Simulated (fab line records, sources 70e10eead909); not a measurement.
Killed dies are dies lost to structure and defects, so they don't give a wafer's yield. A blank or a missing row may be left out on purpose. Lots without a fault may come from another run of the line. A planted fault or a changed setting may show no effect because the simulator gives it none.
Chamber matching | flow nand_harc | NHARC_A_SLIT_DEP_25 on pecvd-04: 3 sister chambers
The step deposits SiO2, target thk 200 nm. 18 wafers are shown with their chamber, then 9 later ones without.

WAFERS WITH THEIR CHAMBER
wafer  | chamber | throttle_valve_pct (%) | heater_power_w (W) | rf_fwd_power_W (W)
L074.1 | 0       | 16.7                   | 553                | 900.2
L074.5 | 0       | 16.3                   | 580                | 900.0
L074.6 | 2       | 16.3                   | 451                | 896.4
L075.2 | 1       | 16.3                   | 493                | 902.8
L075.3 | 2       | 16.3                   | 470                | 900.0
L075.6 | 1       | 16.1                   | 498                | 905.0
L077.1 | 2       | 16.4                   | 589                | 902.1
L077.4 | 0       | 16.8                   | 591                | 898.7
L077.6 | 1       | 16.3                   | 512                | 895.2
L081.2 | 2       | 16.3                   | 537                | 898.9
L081.3 | 1       | 16.1                   | 473                | 899.8
L081.4 | 0       | 16.6                   | 548                | 896.4
L080.1 | 0       | 16.9                   | 588                | 899.4
L080.2 | 1       | 16.2                   | 507                | 904.1
L080.4 | 2       | 16.6                   | 515                | 899.5
L087.4 | 0       | 16.4                   | 575                | 897.1
L087.5 | 1       | 16.0                   | 552                | 897.1
L087.6 | 2       | 16.1                   | 547                | 901.5

SIGNATURES (means of the wafers above)
reading            | chamber 0 | chamber 1 | chamber 2 | scatter within a chamber
throttle_valve_pct | 16.617    | 16.167    | 16.333    | 0.178
heater_power_w     | 572.50    | 505.83    | 518.17    | 34.8
rf_fwd_power_W     | 898.633   | 900.667   | 899.733   | 2.72
Rule: a wafer's distance from a chamber is the root of the sum, over the readings, of the square of ((its reading less the chamber's mean) divided by the reading's scatter). The wafer belongs to the nearest chamber; if the next one is less than 2 further off, it can't be placed. The scatter: the root of (the sum of the squares of (reading less its chamber's mean) over the shown wafers, divided by (wafers less chambers)).

WAFERS WITHOUT THEIR CHAMBER
wafer  | throttle_valve_pct (%) | heater_power_w (W) | rf_fwd_power_W (W)
L089.2 | 15.7                   | 468                | 899.4
L089.3 | 16.1                   | 605                | 898.6
L089.6 | 15.8                   | 476                | 896.5
L094.1 | 16.3                   | 606                | 894.6
L094.5 | 16.5                   | 599                | 899.2
L094.6 | 16.0                   | 529                | 895.6
L095.1 | 16.3                   | 500                | 895.1
L095.2 | 15.8                   | 595                | 892.5
L095.6 | 16.4                   | 499                | 892.9

WHICH CHAMBER EACH WENT THROUGH
wafer  | from the rows above          | in truth
L089.2 | can't be placed: 1 or 2      | 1
L089.3 | can't be placed: 2 or 1 or 0 | 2
L089.6 | can't be placed: 1 or 2      | 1
L094.1 | can't be placed: 0 or 2 or 1 | 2
L094.5 | can't be placed: 0 or 2      | 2
L094.6 | can't be placed: 1 or 2 or 0 | 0
L095.1 | can't be placed: 2 or 1 or 0 | 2
L095.2 | can't be placed: 1 or 2 or 0 | 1
L095.6 | can't be placed: 2 or 1 or 0 | 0
Placed correctly: 0 of 9. Can't be placed from these rows: 9 (the true chamber is among the candidates in 9). Placed wrongly: 0.
